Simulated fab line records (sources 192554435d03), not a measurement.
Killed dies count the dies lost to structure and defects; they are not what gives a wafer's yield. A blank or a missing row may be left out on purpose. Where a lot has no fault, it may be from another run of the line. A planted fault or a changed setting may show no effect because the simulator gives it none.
Chamber matching ; flow n5-finfet ; 4 sister chambers for N5_MOL_CONTACT_COAG_DESCUM_88 on rie-diel-04
The step chemistry O2, time 7 s. 4 wafers are shown with their chamber, then 10 later ones without.

WAFERS WITH THEIR CHAMBER
wafer;chamber;showerhead-plenum-p-Torr (Torr)
L089.1;0;1.99
L089.6;1;2.13
L090.1;2;2.13
L090.2;3;2.17

WAFERS WITH NO CHAMBER GIVEN
wafer;showerhead-plenum-p-Torr (Torr)
L090.4;2.13
L091.4;2.13
L091.5;2.13
L091.6;1.99
L094.1;2.16
L094.3;2.25
L094.5;2.12
L096.3;2.16
L096.5;2.16
L096.6;2.12

WHICH CHAMBER EACH ONE RAN IN
wafer;from the rows above;in truth
L090.4;can't be placed: 1 or 2 or 3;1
L091.4;can't be placed: 1 or 2 or 3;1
L091.5;can't be placed: 1 or 2 or 3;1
L091.6;0;0
L094.1;can't be placed: 3 or 1 or 2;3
L094.3;can't be placed: 3 or 1 or 2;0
L094.5;can't be placed: 1 or 2 or 3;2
L096.3;can't be placed: 3 or 1 or 2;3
L096.5;can't be placed: 3 or 1 or 2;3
L096.6;can't be placed: 1 or 2 or 3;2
Placed correctly: 1 of 10. Cannot be placed on the basis of these rows: 9; the candidates contain the true chamber in 8. Number placed wrongly: 0.
How it was worked out, from the rows above alone: a wafer's distance from a chamber is the root of the sum, over the readings, of the square of ((its reading less the chamber's mean) divided by the reading's scatter). If the next closest chamber is less than 2 further off than the closest, the wafer can't be placed; otherwise it belongs to the closest. Each chamber's mean is taken over the wafers shown for it. The scatter: root of mean squared gap, hidden wafer to nearest shown wafer, with one shown wafer a chamber.
